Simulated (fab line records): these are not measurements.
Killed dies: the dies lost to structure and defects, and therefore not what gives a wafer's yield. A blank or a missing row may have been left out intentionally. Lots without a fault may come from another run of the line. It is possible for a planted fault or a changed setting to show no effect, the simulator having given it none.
fab line records | flow n5Finfet
[record] lots = 24 wafers = 72 lastDay = 18
route steps=1938 shown BEOL_M4@1093 BEOL_M5@1132 BEOL_M6@1208
lots that met no fault: taken from a fault-free run of the same line
startH: the number of hours between the record's first day and the start of the first shown wafer of the lot | waitH: hours elapsed since this lot's preceding step | " the same as in the row above | L1.1+2: a single row standing in for several wafers | - value missing, or start not given | * or withheld: withheld | < > ~ a bound
route shown NAME@n: names a module that has steps shown in the file, with the first one's number in the route | usual: average and standard deviation across the fault-free wafers | same: alike in all rows | chamber/n: place in a boat | sites: the reading at each site | _std_site: the standard deviation of these | _edge_site: the outer-site mean with the inner-site mean subtracted | radiusMm: for every site, how far away it sits from the centre of the wafer | mask NAME#n: copy n | behind: the tool/chamber that last shaped the wafer | hold: the reason the lot was held/the length of the hold in hours/how it ended | device: the n, p or np transistor that did not switch | end of line: tests of these same wafers at the route's end | a step with no rows: only its recipe | killed: at the first sort, the dies lost to defects and structure; wafer yield is something else | map: dies across one wafer; x = killed, . = not, _ = none there
set.NAME: the setting as run; set.NAME@STEP: as run at that earlier step | model.NAME: the simulator's own value behind a step, which no gauge read
one table for each step of the route and one row for each wafer, over a sample of lots
services: the hour from which a tool's chamber was out of use, counted from the record's first day as startH (under 0 if before that day), plus the number of hours and why
[[steps]]
[step N5_BEOL_M4_ANNEAL_89]
[recipe] tempC = 400 timeS = 240 ambient = vacuum
[usual] heaterPowerW = 903/65
// columns lot.wafer tool chamber startH waitH heaterPowerW
L074.2 pvdSputter-01 - 178.58 0.0 925
L074.4 " - " " 1050
L074.5 " - " " 1028
L075.1 pvdSputter-02 - 184.16 0.0 862
L075.4 " - " " 847
L075.6 " - " " 825
L076.2 pvdSputter-03 - 193.10 0.0 930
L076.5 " - " " 924
L076.6 " - " " 994
L077.1 pvdSputter-03 - 196.02 0.0 920
L077.4 " - " " 982
L077.6 " - " " 888
L079.1 pvdSputter-02 - 196.88 0.0 831
L079.2 " - " " 839
L079.3 " - " " 869
L078.1 pvdSputter-02 - 199.54 0.0 883
L078.3 " - " " 835
L078.6 " - " " 859
L080.3 pvdSputter-02 - 217.29 0.0 868
L080.4 " - " " 841
L080.5 " - " " 861
L081.1 pvdSputter-01 - 217.84 0.0 1002
L081.5 " - " " 928
L081.6 " - " " 1010
L082.1 pvdSputter-01 - 222.30 0.0 947
L082.5 " - " " 868
L082.6 " - " " 986
L083.2 pvdSputter-03 - 235.18 0.0 868
L083.3 " - " " 824
L083.4 " - " " 912
L085.1 pvdSputter-01 - 235.65 0.0 998
L085.3 " - " " 875
L085.4 " - " " 958
L084.1 pvdSputter-01 - 240.14 0.0 1028
L084.2 " - " " 883
L084.3 " - " " 1035
L088.1 pvdSputter-03 - 243.05 0.0 831
L088.2 " - " " 872
L088.5 " - " " 890
L086.1 pvdSputter-02 - 243.28 0.0 841
L086.3 " - " " 855
L086.5 " - " " 830
L087.3 pvdSputter-01 - 264.90 0.0 987
L087.4 " - " " 872
L087.5 " - " " 873
L089.1 pvdSputter-03 - 266.00 0.0 843
L089.4 " - " " 972
L089.6 " - " " 872
L090.1 pvdSputter-01 - 271.50 0.0 999
L090.2 " - " " 938
L090.3 " - " " 995
L091.1 pvdSputter-02 - 285.37 0.0 840
L091.3 " - " " 888
L091.6 " - " " 811
L094.1 pvdSputter-02 - 290.29 0.0 839
L094.2 " - " " 885
L094.5 " - " " 842
L092.1 pvdSputter-03 - 290.30 0.0 978
L092.4 " - " " 813
L092.6 " - " " 891
L093.3 pvdSputter-02 - 295.03 0.0 833
L093.4 " - " " 875
L093.5 " - " " 853
L096.1 pvdSputter-01 - 295.14 0.0 936
L096.2 " - " " 1000
L096.6 " - " " 1008
L095.1 pvdSputter-03 - 310.47 0.0 836
L095.2 " - " " 1001
L095.5 " - " " 819
L097.1 pvdSputter-03 - 316.55 0.0 928
L097.3 " - " " 971
L097.5 " - " " 909
[step N5_BEOL_M5_ETCH_62]
[recipe] chemistry = N2/H2 target = SOC targetDepthA = 750 overetchA = 150 maskMaterial = SiARC tempC = 40 timeS = 112.5 ionEnergyEv = 200 pressureMtorr = 30 sourceW = 840 biasW = 150 n2FlowSccm = 200 h2FlowSccm = 200
[usual] chamberPressureMTorr = 30.00/0.033 drypumpMotorCurrentA = 5.7/0.44 n2FlowSccm = 200.1/0.6 oesProductAu = 0.60/0.06 rfVppV = 522.9/2.5 showerheadPlenumPTorr = 2.51/0.088 throttleValvePct = 17.9/0.3
// columns lot.wafer tool chamber startH waitH chamberPressureMTorr drypumpMotorCurrentA n2FlowSccm oesProductAu rfHoursCounterH rfVppV showerheadPlenumPTorr throttleValvePct
L074.2 rieDiel-02 0 182.94 0.0 30.01 5.6 199.9 0.75 3 525.9 2.62 17.5
L074.4 " 1 " " 30.01 5.6 200.6 0.61 152 520.6 2.43 18.1
L074.5 " 2 " " 30.02 5.9 200.7 0.59 - 525.8 2.54 17.8
L075.1 rieDiel-01 0 189.85 0.0 29.99 6.4 200.7 0.59 175 523.7 2.52 17.5
L075.4 " 2 " " 30.01 6.1 199.6 0.59 157 527.4 2.65 17.6
L075.6 " 3 " " 29.98 6.1 200.2 0.57 - 521.3 2.41 18.3
L076.2 rieDiel-03 2 198.57 0.0 29.98 5.9 199.4 0.79 2 522.0 2.48 17.9
L076.5 " 2 " " 30.00 5.8 200.1 0.80 - 522.2 2.48 17.9
L076.6 " 1 " " 29.99 5.1 200.4 0.54 - 523.7 2.52 18.4
L077.1 rieDiel-01 0 201.31 0.0 30.02 6.4 200.1 0.59 178 522.9 2.51 17.6
L077.4 " 3 " " 29.99 6.1 200.2 0.57 - 520.9 2.41 18.3
L077.6 " 0 " " 29.97 6.4 200.1 0.59 - 522.5 2.51 17.5
L079.1 rieDiel-01 0 201.74 0.0 30.06 6.4 200.1 0.59 178 523.8 2.51 17.6
L079.2 " 3 " " 30.01 6.1 199.0 0.56 203 520.2 2.41 18.3
L079.3 " 2 " " 29.99 6.1 200.8 0.59 160 527.4 2.65 17.6
L078.1 rieDiel-03 3 206.16 0.0 30.03 5.2 200.3 0.59 155 521.0 2.43 17.9
L078.3 " 0 " " 30.00 5.4 200.2 0.58 196 525.0 2.65 18.2
L078.6 " 2 " " 30.02 5.8 200.3 0.77 - 523.0 2.48 17.9
L080.3 rieDiel-03 2 221.90 0.0 30.01 5.9 200.4 0.76 9 521.9 2.48 18.0
L080.4 " 3 " " 30.04 5.2 199.8 0.59 161 520.1 2.42 17.9
L080.5 " 0 " " 30.05 5.4 200.4 0.58 - 526.1 2.65 18.2
L081.1 rieDiel-01 3 222.19 0.0 29.98 6.1 200.7 0.56 211 520.7 2.40 18.3
L081.5 " 3 " " 30.05 6.1 200.8 0.56 - 521.5 2.40 18.4
L081.6 " 0 " " 29.97 6.4 199.9 0.58 - 522.3 2.51 17.6
L082.1 rieDiel-01 3 227.38 0.0 30.00 6.0 199.6 0.56 213 521.2 2.40 18.4
L082.5 " 1 " " 30.02 5.3 200.6 0.59 - 520.4 2.43 18.1
L082.6 " 0 " " 29.99 6.4 200.8 0.58 - 522.8 2.51 17.6
L083.2 rieDiel-03 2 241.55 0.0 29.97 5.9 200.1 0.74 17 521.9 2.48 18.0
L083.3 " 3 " " 30.00 5.2 198.9 0.59 169 521.1 2.42 17.9
L083.4 " 0 " " 30.01 5.4 200.2 0.58 209 526.2 2.65 18.2
L085.1 rieDiel-01 0 241.82 0.0 29.97 6.4 199.8 0.58 192 522.7 2.51 17.6
L085.3 " 3 " " 30.01 6.0 199.8 0.56 218 519.5 2.40 18.4
L085.4 " 2 " " 29.98 6.1 199.5 0.57 176 526.8 2.64 17.6
L084.1 rieDiel-01 1 245.07 0.0 30.01 5.3 200.0 0.59 174 521.2 2.43 18.1
L084.2 " 0 " " 30.00 6.4 199.6 0.58 193 524.2 2.51 17.6
L084.3 " 3 " " 29.98 6.1 200.7 0.56 219 519.6 2.40 18.4
L088.1 rieDiel-01 1 249.97 0.0 29.98 5.3 200.8 0.58 175 520.0 2.43 18.1
L088.2 " 2 " " 30.05 6.1 199.1 0.57 179 527.3 2.64 17.6
L088.5 " 1 " " 29.99 5.3 200.5 0.59 - 520.7 2.43 18.1
L086.1 rieDiel-03 3 250.22 0.0 29.98 5.2 199.2 0.59 172 520.4 2.42 18.0
L086.3 " 0 " " 30.03 5.4 199.6 0.58 212 525.8 2.65 18.3
L086.5 " 3 " " 29.96 5.2 199.8 0.58 - 521.5 2.42 18.0
L087.3 rieDiel-02 2 270.50 0.0 30.01 5.9 200.2 0.58 168 524.2 2.53 17.9
L087.4 " 3 " " 30.04 5.3 200.2 0.63 100 524.4 2.54 17.5
L087.5 " 1 " " 29.99 5.6 200.7 0.60 - 520.5 2.43 18.1
L089.1 rieDiel-03 1 270.69 0.0 30.00 5.1 198.9 0.77 2 522.6 2.51 18.0
L089.4 " 2 " " 30.03 5.9 201.2 0.72 29 522.5 2.47 18.0
L089.6 " 3 " " 29.94 5.2 199.3 0.58 - 521.1 2.42 18.0
L090.1 rieDiel-01 1 277.40 0.0 30.03 5.3 199.6 0.58 184 521.0 2.42 18.1
L090.2 " 3 " " 29.96 6.0 200.0 0.55 229 519.0 2.40 18.4
L090.3 " 0 " " 29.99 6.4 199.5 0.57 204 522.2 2.50 17.6
L091.1 rieDiel-01 3 292.64 0.0 29.96 6.1 200.2 0.55 234 520.2 2.40 18.4
L091.3 " 0 " " 30.03 6.4 200.3 0.57 209 522.9 2.50 17.6
L091.6 " 1 " " 30.00 5.3 200.8 0.58 - 520.2 2.42 18.1
L094.1 rieDiel-01 2 296.67 0.0 30.00 6.1 200.4 0.57 193 525.9 2.63 17.6
L094.2 " 1 " " 30.04 5.3 199.8 0.58 191 519.3 2.42 18.1
L094.5 " 3 " " 30.02 6.1 200.7 0.55 - 518.4 2.39 18.4
L092.1 rieDiel-02 1 296.77 0.0 29.97 5.6 201.4 0.60 178 520.8 2.42 18.1
L092.4 " 2 " " 29.98 5.9 199.8 0.58 177 523.5 2.53 17.9
L092.6 " 1 " " 30.05 5.6 201.1 0.59 - 519.5 2.42 18.1
L096.1 rieDiel-03 3 300.14 0.0 29.94 5.2 201.6 0.58 190 520.6 2.41 18.0
L096.2 " 2 " " 29.93 5.9 199.6 0.70 38 522.5 2.47 18.0
L096.6 " 0 " " 29.97 5.4 200.0 0.57 - 524.3 2.64 18.3
L093.3 rieDiel-02 3 300.31 0.0 30.04 5.3 200.0 0.63 111 524.4 2.54 17.6
L093.4 " 1 " " 29.80 5.6 199.7 0.60 179 520.5 2.42 18.1
L093.5 " 0 " " 30.01 5.6 199.8 0.70 - 525.7 2.60 17.5
L095.1 rieDiel-01 0 315.18 0.0 29.97 6.4 199.8 0.57 217 522.9 2.50 17.6
L095.2 " 2 " " 29.99 6.1 201.0 0.57 198 526.6 2.63 17.6
L095.5 " 1 " " 29.98 5.3 200.8 0.58 - 521.0 2.42 18.1
L097.1 rieDiel-03 1 321.00 0.0 29.98 5.1 201.0 0.72 17 522.6 2.50 18.0
L097.3 " 0 " " 29.97 5.4 199.7 0.56 236 526.1 2.64 18.3
L097.5 " 3 " " 29.99 5.2 199.7 0.57 - 520.5 2.41 18.0
[step N5_BEOL_M5_ETCH_41]
[recipe] chemistry = CH3F/O2 target = SiCN targetDepthA = 315 taperDeg = 2 timeS = 56.7 ionEnergyEv = 120 maskMaterial = TiN pressureMtorr = 30 sourceW = 395 biasW = 75 Ar_flow_sccm = 150 CH3F_flow_sccm = 30 O2_flow_sccm = 20
[usual] chamberPressureMTorr = 29.998/0.028 drypumpMotorCurrentA = 5.7/0.4 oesProductAu = 0.76/0.077 rfVppV = 296.9/1.6 showerheadPlenumPTorr = 1.98/0.066 throttleValvePct = 16.42/0.26
// columns lot.wafer tool chamber startH waitH chamberPressureMTorr drypumpMotorCurrentA oesProductAu rfHoursCounterH rfVppV showerheadPlenumPTorr throttleValvePct
L074.2 rieDiel-02 0 - - 29.929 5.6 0.95 4 298.4 2.07 16.00
L074.4 " 2 " " 29.985 5.9 0.73 152 296.4 2.01 16.46
L074.5 " 0 " " 29.995 5.6 0.95 - 298.1 2.07 16.01
L075.1 rieDiel-01 0 - - 30.022 6.4 0.74 175 296.3 1.98 16.14
L075.4 " 3 " " 29.971 6.0 0.73 200 294.7 1.90 16.80
L075.6 " 1 " " 30.057 5.3 0.74 - 296.3 1.90 16.42
L076.2 rieDiel-03 1 - - 30.022 5.1 0.66 234 296.8 1.97 16.79
L076.5 " 3 " " 30.000 5.2 0.73 - 294.9 1.92 16.48
L076.6 " 0 " " 30.039 5.4 0.73 - 297.8 2.06 16.62
L077.1 rieDiel-02 0 - - 29.960 5.6 0.93 11 299.1 2.06 16.01
L077.4 " 2 " " 30.016 5.9 0.73 157 297.5 2.01 16.46
L077.6 " 3 " " 29.981 5.4 0.82 - 297.5 2.02 16.21
L079.1 rieDiel-01 1 - - 29.954 5.3 0.75 160 295.2 1.90 16.43
L079.2 " 2 " " 29.998 6.1 0.74 161 300.0 2.07 16.08
L079.3 " 3 " " 30.032 6.1 0.71 204 296.3 1.90 16.82
L078.1 rieDiel-03 2 - - 29.989 5.8 1.00 4 296.5 1.93 16.22
L078.3 " 0 " " 29.977 5.4 0.72 196 298.9 2.06 16.61
L078.6 " 1 " " 29.948 5.1 0.66 - 297.1 1.97 16.80
L080.3 rieDiel-01 2 - - 30.013 6.1 0.73 169 298.2 2.07 16.10
L080.4 " 0 " " 30.017 6.4 0.73 186 296.7 1.98 16.17
L080.5 " 3 " " 29.936 6.1 0.71 - 295.1 1.89 16.82
L081.1 rieDiel-03 0 - - 30.035 5.4 0.73 203 299.2 2.06 16.64
L081.5 " 1 " " 30.045 5.1 0.66 - 297.5 1.97 16.82
L081.6 " 2 " " 30.003 5.8 0.98 - 296.6 1.93 16.24
L082.1 rieDiel-01 3 - - 30.064 6.1 0.72 215 293.4 1.89 16.82
L082.5 " 1 " " 30.004 5.3 0.75 - 295.8 1.90 16.45
L082.6 " 2 " " 29.984 6.1 0.72 - 299.6 2.06 16.11
L083.2 rieDiel-01 0 - - 29.976 6.5 0.73 193 297.8 1.98 16.18
L083.3 " 1 " " 29.963 5.3 0.74 173 293.8 1.89 16.46
L083.4 " 2 " " 29.973 6.1 0.72 176 298.9 2.06 16.10
L085.1 rieDiel-01 2 - - 29.997 6.1 0.72 177 300.7 2.06 16.10
L085.3 " 1 " " 30.023 5.3 0.73 173 295.2 1.89 16.46
L085.4 " 0 " " 30.007 6.4 0.72 193 296.1 1.98 16.19
L084.1 rieDiel-02 0 - - 29.983 5.6 0.92 15 297.9 2.06 16.04
L084.2 " 3 " " 30.037 5.3 0.81 95 296.6 2.02 16.20
L084.3 " 1 " " 30.003 5.6 0.76 164 293.5 1.92 16.65
L088.1 rieDiel-03 3 - - 29.978 5.2 0.72 172 295.7 1.91 16.49
L088.2 " 2 " " 29.985 5.8 0.94 21 296.7 1.93 16.26
L088.5 " 3 " " 30.015 5.2 0.72 - 295.6 1.91 16.51
L086.1 rieDiel-01 2 - - 30.023 6.1 0.72 180 298.8 2.06 16.11
L086.3 " 1 " " 29.992 5.3 0.74 176 294.7 1.89 16.45
L086.5 " 1 " " 29.984 5.3 0.74 - 296.5 1.89 16.46
L089.1 rieDiel-01 2 - - 29.976 6.2 0.71 186 297.5 2.06 16.13
L089.4 " 1 " " 30.010 5.3 0.74 182 295.1 1.89 16.49
L089.6 " 1 " " 30.028 5.3 0.74 - 294.4 1.89 16.47
L087.3 rieDiel-02 1 - - 29.966 5.6 0.75 171 295.6 1.92 16.67
L087.4 " 3 " " 29.971 5.3 0.81 101 296.8 2.02 16.22
L087.5 " 2 " " 30.057 5.9 0.71 - 297.2 2.00 16.50
L090.1 rieDiel-02 3 - - 30.016 5.4 0.82 103 298.6 2.02 16.23
L090.2 " 0 " " 29.978 5.6 0.88 23 298.0 2.06 16.03
L090.3 " 2 " " 29.973 5.9 0.72 171 298.1 2.00 16.49
L091.1 rieDiel-02 0 - - 30.008 5.6 0.88 30 298.8 2.06 16.06
L091.3 " 3 " " 29.984 5.3 0.79 110 297.3 2.02 16.22
L091.6 " 2 " " 30.036 5.9 0.71 - 297.9 2.00 16.51
L092.1 rieDiel-01 2 - - 29.989 6.1 0.71 194 298.2 2.06 16.14
L092.4 " 3 " " 29.963 6.0 0.70 236 294.1 1.89 16.87
L092.6 " 3 " " 29.956 6.1 0.70 - 295.9 1.89 16.87
L094.1 rieDiel-02 0 - - 30.027 5.6 0.88 31 298.7 2.06 16.05
L094.2 " 1 " " 30.019 5.6 0.73 179 295.8 1.91 16.67
L094.5 " 1 " " 30.054 5.6 0.73 - 295.4 1.91 16.68
L093.3 rieDiel-02 1 - - 30.004 5.6 0.73 180 295.1 1.91 16.66
L093.4 " 0 " " 30.026 5.6 0.89 32 299.0 2.06 16.06
L093.5 " 1 " " 30.038 5.6 0.73 - 295.4 1.91 16.67
L096.1 rieDiel-01 2 - - 30.038 6.1 0.72 195 298.1 2.06 16.15
L096.2 " 0 " " 29.994 6.4 0.71 213 295.9 1.97 16.21
L096.6 " 0 " " 29.986 6.4 0.72 - 297.3 1.97 16.22
L095.1 rieDiel-03 0 - - 29.963 5.4 0.71 235 297.8 2.05 16.71
L095.2 " 3 " " 30.013 5.2 0.71 196 296.5 1.90 16.54
L095.5 " 0 " " 30.028 5.4 0.70 - 300.1 2.05 16.70
L097.1 rieDiel-03 1 - - 29.986 5.1 0.92 18 297.0 1.96 16.41
L097.3 " 3 " " 29.996 5.2 0.71 197 294.1 1.90 16.55
L097.5 " 1 " " 29.996 5.1 0.93 - 298.2 1.96 16.39
[step N5_BEOL_M5_SPUTTER_90]
[recipe] material = Cu targetThkA = 45 tempC = -20 chamberPressurePa = 0.07 powerW = withheld timeS = 8.29
[usual] throttleValvePct = 29.6/0.99
// columns lot.wafer tool chamber startH waitH throttleValvePct
L074.2 pvdSputter-02 - 190.52 0.5 30.7
L074.4 " - " " 28.9
L074.5 " - " " 29.6
L075.1 pvdSputter-01 - 197.61 0.5 27.7
L075.4 " - " " 29.3
L075.6 " - " " 29.1
L076.2 pvdSputter-02 - 205.95 0.5 29.5
L076.5 " - " " 28.7
L076.6 " - " " 30.3
L077.1 pvdSputter-03 - 211.02 0.5 30.8
L077.4 " - " " 29.9
L077.6 " - " " 29.6
L079.1 pvdSputter-01 - 211.38 0.5 27.6
L079.2 " - " " 29.3
L079.3 " - " " 31.1
L078.1 pvdSputter-02 - 215.51 0.5 28.9
L078.3 " - " " 28.7
L078.6 " - " " 28.8
L080.3 pvdSputter-03 - 230.32 0.5 30.7
L080.4 " - " " 30.0
L080.5 " - " " 29.8
L081.1 pvdSputter-02 - 232.72 0.5 29.4
L081.5 " - " " 28.9
L081.6 " - " " 30.5
L082.1 pvdSputter-02 - 237.59 0.5 29.4
L082.5 " - " " 30.6
L082.6 " - " " 29.5
L083.2 pvdSputter-01 - 248.92 0.5 29.2
L083.3 " - " " 27.7
L083.4 " - " " 31.2
L085.1 pvdSputter-02 - 249.00 0.5 30.6
L085.3 " - " " 29.8
L085.4 " - " " 28.7
L084.1 pvdSputter-02 - 255.18 0.5 29.7
L084.2 " - " " 28.9
L084.3 " - " " 28.8
L088.1 pvdSputter-03 - 257.98 0.5 28.8
L088.2 " - " " 30.6
L088.5 " - " " 30.1
L086.1 pvdSputter-01 - 260.40 0.5 29.3
L086.3 " - " " 30.8
L086.5 " - " " 29.2
L089.1 pvdSputter-01 - 278.10 0.5 29.3
L089.4 " - " " 31.0
L089.6 " - " " 31.0
L087.3 pvdSputter-02 - 278.34 0.5 28.7
L087.4 " - " " 30.5
L087.5 " - " " 29.1
L090.1 pvdSputter-02 - 284.33 0.5 29.3
L090.2 " - " " 30.6
L090.3 " - " " 29.3
L091.1 pvdSputter-01 - 302.36 0.5 30.6
L091.3 " - " " 27.5
L091.6 " - " " 29.0
L092.1 pvdSputter-03 - 304.92 0.5 30.1
L092.4 " - " " 28.3
L092.6 " - " " 30.9
L094.1 pvdSputter-01 - 306.99 0.5 30.7
L094.2 " - " " 27.8
L094.5 " - " " 31.2
L093.3 pvdSputter-02 - 309.04 0.5 29.0
L093.4 " - " " 30.3
L093.5 " - " " 29.4
L096.1 pvdSputter-03 - 309.35 0.5 29.9
L096.2 " - " " 30.0
L096.6 " - " " 30.1
L095.1 pvdSputter-01 - 324.87 0.5 31.1
L095.2 " - " " 31.3
L095.5 " - " " 29.3
L097.1 pvdSputter-03 - 333.03 0.5 28.4
L097.3 " - " " 29.8
L097.5 " - " " 30.1
[step N5_BEOL_M6_OVL_MEAS_12]
[recipe] pointsPerWafer = 44
[usual] M6_OVL = 0.2/0.75
// columns lot.wafer tool chamber startH waitH M6_OVL[nm]
L074.2 overlay-01 0 193.33 0.0 0.3
L074.4 " 0 " " 1.2
L074.5 " 0 " " 0.6
L075.1 overlay-02 0 201.10 0.0 -1.1
L075.4 " 0 " " 0.5
L075.6 " 0 " " 0.0
L076.2 overlay-02 0 210.04 0.0 -1.4
L076.5 " 0 " " -0.1
L076.6 " 0 " " -1.6
L077.1 overlay-01 0 215.32 0.0 0.7
L077.4 " 0 " " 0.5
L077.6 " 0 " " 0.4
L079.1 overlay-02 0 215.49 0.0 -0.6
L079.2 " 0 " " -0.8
L079.3 " 0 " " -1.1
L078.1 overlay-02 0 220.61 0.0 0.3
L078.3 " 0 " " 0.9
L078.6 " 0 " " -0.4
L080.3 overlay-01 0 233.80 0.0 0.6
L080.4 " 0 " " 1.0
L080.5 " 0 " " -0.2
L081.1 overlay-01 0 238.28 0.0 0.2
L081.5 " 0 " " -0.4
L081.6 " 0 " " -0.4
L082.1 overlay-02 0 241.78 0.0 0.4
L082.5 " 0 " " 0.5
L082.6 " 0 " " -0.5
L083.2 overlay-02 0 252.91 0.0 0.8
L083.3 " 0 " " 0.5
L083.4 " 0 " " 0.4
L085.1 overlay-02 0 253.13 0.0 0.0
L085.3 " 0 " " 0.2
L085.4 " 0 " " -0.7
L084.1 overlay-02 0 258.60 0.0 0.5
L084.2 " 0 " " 1.7
L084.3 " 0 " " 0.8
L088.1 overlay-01 0 261.35 0.0 -0.1
L088.2 " 0 " " -0.4
L088.5 " 0 " " -0.3
L086.1 overlay-01 0 263.67 0.0 -0.1
L086.3 " 0 " " 1.7
L086.5 " 0 " " 1.1
L089.1 overlay-02 0 281.87 0.0 0.1
L089.4 " 0 " " 0.3
L089.6 " 0 " " 0.3
L087.3 overlay-01 0 282.05 0.0 0.0
L087.4 " 0 " " 1.1
L087.5 " 0 " " 1.1
L090.1 overlay-02 0 288.69 0.0 -0.1
L090.2 " 0 " " 1.2
L090.3 " 0 " " 1.6
L091.1 overlay-01 0 308.23 0.0 0.2
L091.3 " 0 " " -0.5
L091.6 " 0 " " -0.4
L092.1 overlay-02 0 308.75 0.0 1.2
L092.4 " 0 " " 0.3
L092.6 " 0 " " 0.5
L094.1 overlay-02 0 309.52 0.0 0.4
L094.2 " 0 " " -0.4
L094.5 " 0 " " -1.0
L093.3 overlay-01 0 312.04 0.0 1.0
L093.4 " 0 " " 0.1
L093.5 " 0 " " 1.7
L096.1 overlay-01 0 312.24 0.0 0.6
L096.2 " 0 " " -0.1
L096.6 " 0 " " 0.3
L095.1 overlay-01 0 329.33 0.0 -0.9
L095.2 " 0 " " 0.1
L095.5 " 0 " " -0.6
L097.1 overlay-01 0 335.82 0.0 -1.0
L097.3 " 0 " " -0.7
L097.5 " 0 " " -0.9
[step N5_BEOL_M6_HM_OPEN_17]
[recipe] chemistry = Cl2/BCl3 targetDepthA = 200 overetchA = 60 target = TiN maskMaterial = SOC ionEnergyEv = 150 pressureMtorr = 10 icpW = 1000 biasW = 126 Cl2_flow_sccm = 53.25 bcl3FlowSccm = 21.75 Ar_flow_sccm = 25
[usual] chamberPressureMTorr = 10.000/0.0093 drypumpMotorCurrentA = 5.8/0.33 oesProductAu = 0.64/0.065 throttleValvePct = 22.1/0.35
// columns lot.wafer tool chamber startH waitH chamberPressureMTorr drypumpMotorCurrentA oesProductAu rfHoursCounterH throttleValvePct
L074.2 rieMetal-02 0 193.66 0.0 9.998 5.8 0.79 2 21.9
L074.4 " 1 " " 9.997 5.5 0.64 - 22.2
L074.5 " 0 " " 9.968 5.9 0.79 - 21.9
L075.1 rieMetal-03 1 201.45 0.0 9.990 6.4 0.60 69 21.5
L075.4 " 1 " " 10.007 6.4 0.60 - 21.5
L075.6 " 0 " " 10.003 6.2 0.68 - 22.5
L076.2 rieMetal-01 1 210.40 0.0 10.009 5.5 0.67 30 21.8
L076.5 " 0 " " 10.001 5.7 0.56 - 22.4
L076.6 " 1 " " 9.999 5.5 0.67 - 21.8
L077.1 rieMetal-01 0 215.66 0.0 9.993 5.7 0.55 102 22.4
L077.4 " 1 " " 10.007 5.5 0.68 - 21.8
L077.6 " 0 " " 10.010 5.7 0.56 - 22.4
L079.1 rieMetal-03 1 215.82 0.0 10.006 6.4 0.61 70 21.5
L079.2 " 0 " " 10.003 6.2 0.68 36 22.5
L079.3 " 0 " " 10.003 6.1 0.68 - 22.5
L078.1 rieMetal-02 0 220.94 0.0 10.012 5.8 0.78 4 21.9
L078.3 " 1 " " 10.009 5.5 0.66 - 22.2
L078.6 " 0 " " 10.002 5.8 0.78 - 21.9
L080.3 rieMetal-01 0 234.16 0.1 9.996 5.7 0.55 - 22.4
L080.4 " 1 " " 9.993 5.5 0.68 - 21.8
L080.5 " 0 " " 10.008 5.7 0.55 - 22.5
L081.1 rieMetal-01 1 238.67 0.0 10.022 5.5 0.66 33 21.8
L081.5 " 0 " " 10.000 5.7 0.55 - 22.5
L081.6 " 1 " " 9.998 5.5 0.66 - 21.8
L082.1 rieMetal-01 1 242.50 0.0 9.983 5.5 0.66 33 21.8
L082.5 " 0 " " 10.005 5.7 0.55 - 22.4
L082.6 " 1 " " 9.975 5.5 0.68 - 21.8
L083.2 rieMetal-03 0 253.49 0.0 9.998 6.1 0.68 39 22.5
L083.3 " 1 " " 9.996 6.4 0.60 - 21.5
L083.4 " 0 " " 10.018 6.1 0.67 - 22.5
L085.1 rieMetal-03 1 253.81 0.1 10.008 6.4 0.60 73 21.5
L085.3 " 1 " " 10.004 6.4 0.59 - 21.5
L085.4 " 0 " " 9.999 6.1 0.68 - 22.5
L084.1 rieMetal-02 1 258.94 0.0 9.988 5.5 0.62 57 22.2
L084.2 " 0 " " 10.015 5.8 0.75 8 22.0
L084.3 " 1 " " 9.993 5.5 0.65 - 22.2
L088.1 rieMetal-02 0 261.68 0.0 9.999 5.8 0.75 8 22.0
L088.2 " 1 " " 10.012 5.5 0.63 57 22.2
L088.5 " 0 " " 10.017 5.8 0.73 - 21.9
L086.1 rieMetal-03 1 264.23 0.0 10.009 6.4 0.59 74 21.5
L086.3 " 1 " " 9.992 6.4 0.59 - 21.5
L086.5 " 1 " " 9.997 6.4 0.59 - 21.5
L089.1 rieMetal-03 0 282.20 0.0 9.989 6.2 0.67 41 22.5
L089.4 " 1 " " 9.999 6.4 0.59 - 21.5
L089.6 " 1 " " 9.994 6.4 0.59 - 21.5
L087.3 rieMetal-02 0 282.57 0.1 10.013 5.8 0.74 - 22.0
L087.4 " 1 " " 10.007 5.5 0.63 - 22.2
L087.5 " 1 " " 9.984 5.5 0.64 - 22.2
L090.1 rieMetal-02 0 289.03 0.0 9.989 5.8 0.74 11 21.9
L090.2 " 1 " " 10.009 5.5 0.64 59 22.2
L090.3 " 0 " " 10.006 5.8 0.74 - 21.9
L091.1 rieMetal-01 1 308.57 0.0 10.000 5.4 0.66 38 21.8
L091.3 " 0 " " 10.000 5.7 0.54 - 22.5
L091.6 " 1 " " 9.997 5.5 0.66 - 21.8
L092.1 rieMetal-01 0 309.09 0.0 10.012 5.7 0.54 110 22.5
L092.4 " 0 " " 9.996 5.7 0.55 - 22.4
L092.6 " 1 " " 10.001 5.5 0.66 - 21.9
L094.1 rieMetal-01 0 309.93 0.0 10.000 5.7 0.54 110 22.5
L094.2 " 1 " " 9.990 5.5 0.64 38 21.9
L094.5 " 0 " " 9.995 5.7 0.54 - 22.5
L093.3 rieMetal-01 0 312.55 0.1 10.000 5.7 0.54 - 22.5
L093.4 " 1 " " 9.998 5.5 0.64 - 21.9
L093.5 " 0 " " 9.993 5.7 0.53 - 22.5
L096.1 rieMetal-03 0 312.58 0.0 10.000 6.2 0.67 45 22.5
L096.2 " 1 " " 9.996 6.4 0.59 79 21.5
L096.6 " 0 " " 10.006 6.1 0.66 - 22.5
L095.1 rieMetal-01 1 329.80 0.0 10.014 5.5 0.66 39 21.8
L095.2 " 0 " " 10.003 5.7 0.54 111 22.4
L095.5 " 0 " " 10.005 5.7 0.55 - 22.5
L097.1 rieMetal-02 0 336.31 0.0 10.006 5.8 0.70 16 21.9
L097.3 " 0 " " 9.994 5.8 0.71 - 22.0
L097.5 " 1 " " 10.016 5.5 0.62 - 22.3
[[services]]
// columns tool chamber startH hours kind
rieDiel-02 0 156.91 - clean
rieDiel-02 0 156.91 - consumableReplace:focusRing
pvdSputter-02 - 157.03 4.8 repair
rieMetal-03 - 160.04 0.6 repair
rieMetal-01 - 164.81 0.4 repair
rieDiel-03 2 173.35 - clean
rieDiel-03 2 173.35 - consumableReplace:focusRing
rieDiel-03 2 173.35 19.9 scheduledDown
rieDiel-03 2 173.35 19.9 ventCycle
rieDiel-01 1 197.73 6.1 repair
rieDiel-01 1 210.44 1.8 repair
rieDiel-02 - 212.13 28.1 pm
pvdSputter-03 - 216.20 4.0 repair
rieMetal-03 1 218.36 1.4 repair
rieDiel-03 1 245.77 - clean
rieDiel-03 1 245.77 - consumableReplace:focusRing
rieDiel-03 1 245.77 18.5 scheduledDown
rieDiel-03 1 245.77 18.5 ventCycle
rieMetal-01 - 252.55 4.3 pm
rieMetal-01 1 259.54 2.0 repair
rieDiel-02 1 285.26 2.9 repair
rieDiel-02 2 311.15 15.1 repair
rieDiel-03 2 315.58 9.5 repair
rieMetal-02 - 315.71 0.9 repair
[[key]]
fault none
